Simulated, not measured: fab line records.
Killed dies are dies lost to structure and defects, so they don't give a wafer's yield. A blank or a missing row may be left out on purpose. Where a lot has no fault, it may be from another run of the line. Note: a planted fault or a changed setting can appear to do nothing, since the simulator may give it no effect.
Split-lot experiment ; flow n5 finfet ; route with 1938 steps; 7 lots, 21 wafers read

ON THE SPLIT
At N5_PASSIVATION_ETCH_54 (etches SiO2 in CHF3/O2, target depth 880 nm, time 440 s), the setting time s was moved away from the recipe's 440 s on 3 of the 21 wafers read, by -12.3% to +20.4%. This setting was run at the recipe's value on the other wafers.

The split's own step is where the reading is taken.

THE READING
PASSIVATION.feature depth nm (the simulator's own value, which no gauge read), in nm, at N5_PASSIVATION_ETCH_54 (etches SiO2 in CHF3/O2, target depth 880 nm, time 440 s). The file gives no usual value for it. Here, 18 wafers ran the recipe; their average is 881.0 nm with a standard deviation of 6.9 nm.

wafer;tool, chamber at the split;time s as run, s;against the recipe;PASSIVATION.feature depth nm, nm;against lot-mates on the recipe
L074.2;rie diel-01, 2;440;recipe;895.6;-
L074.4;rie diel-01, 3;440;recipe;871.4;-
L074.5;rie diel-01, 2;385.8;-12.3%;779.4;-104.1
L077.2;rie diel-03, 3;440;recipe;884.2;-
L077.4;rie diel-03, 0;440;recipe;871.8;-
L077.6;rie diel-03, 3;440;recipe;881.8;-
L076.1;rie diel-01, 3;529.6;+20.4%;1046;+166.6
L076.2;rie diel-01, 0;440;recipe;886.8;-
L076.6;rie diel-01, 1;440;recipe;872;-
L083.1;rie diel-01, 1;440;recipe;883.2;-
L083.3;rie diel-01, 2;474.6;+7.9%;962.4;+72.9
L083.4;rie diel-01, 0;440;recipe;895.8;-
L082.2;rie diel-02, 2;440;recipe;877.2;-
L082.3;rie diel-02, 0;440;recipe;881.8;-
L082.4;rie diel-02, 3;440;recipe;877.8;-
L090.1;rie diel-03, 1;440;recipe;881.6;-
L090.2;rie diel-03, 2;440;recipe;872.4;-
L090.6;rie diel-03, 1;440;recipe;879;-
L095.1;rie diel-02, 3;440;recipe;879.8;-
L095.4;rie diel-02, 0;440;recipe;883.2;-
L095.6;rie diel-02, 1;440;recipe;883.4;-

THE FIT
A straight line over all 21 wafers: PASSIVATION.feature depth nm changes by +8.34 nm for each +1% of time s; r = +0.99; the points scatter about the line by 7.7 nm.
The same after taking each lot's own level away (the mean of its wafers on the recipe; 21 wafers): +8.35 nm for each +1%; r = +0.99; scatter 6.1 nm.
That fit puts the effect of the largest move of time s on the reading at 1.7e+02 nm.
From 877.67 to 889.50 nm: that is the span of the lots' own levels, equal to 1.7 times the standard deviation above.
The two slopes agree, so the slope changes little with the lot-to-lot level.
Check: for one of the wafers moved furthest among these (+20.4%), held out of the fit, the line's prediction against its lot-mates is +177 nm. It came out at +167 nm against them.

OTHER SPLITS ON THESE WAFERS
Note: prior to the reading, these wafers also went through further splits. Each is held against what the fit with the lots' levels taken away leaves over:
other split on the same wafers;wafers away from the commonest value;r with PASSIVATION.feature depth nm (lot level and that fit taken away)
N5_MIM_BOT_ETCH_ETCH_03 icp w;6;-0.14
N5_PASSIVATION_EXPOSE_07 dose mj;5;-0.05

THE WHOLE CHAIN: every reading that the file lists as answering this split, in the file's order
step;what it does;reading;change (the file's fit);r (the file's)
N5_PASSIVATION_ETCH_54;etches SiO2 in CHF3/O2, target depth 880 nm, time 440 s;etch.depth nm (the simulator's own value, which no gauge read);+8.36 nm for each +1% of the setting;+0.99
N5_PASSIVATION_ETCH_54;etches SiO2 in CHF3/O2, target depth 880 nm, time 440 s;PASSIVATION.feature depth nm (the simulator's own value, which no gauge read);+8.35 nm for each +1% of the setting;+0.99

THE FILE'S OWN FIT
PASSIVATION.feature depth nm changes by +8.35 nm for each +1% of time s, r = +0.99.
